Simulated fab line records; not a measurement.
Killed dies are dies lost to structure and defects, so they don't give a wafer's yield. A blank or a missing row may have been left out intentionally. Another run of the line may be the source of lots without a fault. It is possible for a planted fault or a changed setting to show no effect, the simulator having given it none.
Matching of chambers :: flow n5 finfet :: N5_SDB_CMP_30 on cmp-02: 4 sister chambers
The step polishes, stops on poly-Si, t overpolish 1.54 s, target thk 30 nm. 4 wafers are shown with their chamber, then 9 later ones without.

EACH WAFER AND ITS CHAMBER
wafer: L087.3
chamber: 1
motor current A (A): 10.4

wafer: L093.1
chamber: 0
motor current A (A): 12.1

wafer: L093.3
chamber: 3
motor current A (A): 10.1

wafer: L093.4
chamber: 2
motor current A (A): 12.7

WAFERS WITHOUT THEIR CHAMBER
wafer: L095.1
motor current A (A): 12.6

wafer: L095.4
motor current A (A): 10.3

wafer: L095.6
motor current A (A): 12.5

wafer: L096.3
motor current A (A): 12.4

wafer: L096.4
motor current A (A): 10.4

wafer: L096.5
motor current A (A): 12.5

wafer: L097.3
motor current A (A): 10.5

wafer: L097.4
motor current A (A): 10.1

wafer: L097.6
motor current A (A): 12.2

THE CHAMBER EACH PASSED THROUGH
wafer: L095.1
from the rows above: 2
in truth: 2

wafer: L095.4
from the rows above: can't be placed: 1 or 3
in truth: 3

wafer: L095.6
from the rows above: can't be placed: 2 or 0
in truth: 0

wafer: L096.3
from the rows above: can't be placed: 2 or 0
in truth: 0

wafer: L096.4
from the rows above: can't be placed: 1 or 3
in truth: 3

wafer: L096.5
from the rows above: can't be placed: 2 or 0
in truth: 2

wafer: L097.3
from the rows above: can't be placed: 1 or 3
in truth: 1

wafer: L097.4
from the rows above: can't be placed: 3 or 1
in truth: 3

wafer: L097.6
from the rows above: 0
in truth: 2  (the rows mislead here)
Placed correctly: 1 of 9. Unplaceable from these rows: 7, with the true chamber sitting among the candidates in 7. 1 placed wrongly.
How it was worked out, from the rows above alone: a wafer's distance from a chamber is the root of the sum, over the readings, of the square of ((its reading less the chamber's mean) divided by the reading's scatter). If the next closest chamber is less than 2 further off than the closest, the wafer can't be placed; otherwise it belongs to the closest. Each chamber's mean is taken over the wafers shown for it. The scatter (one wafer shown for each chamber): square how far every hidden wafer sits from the nearest shown wafer, average those squares and take the square root.
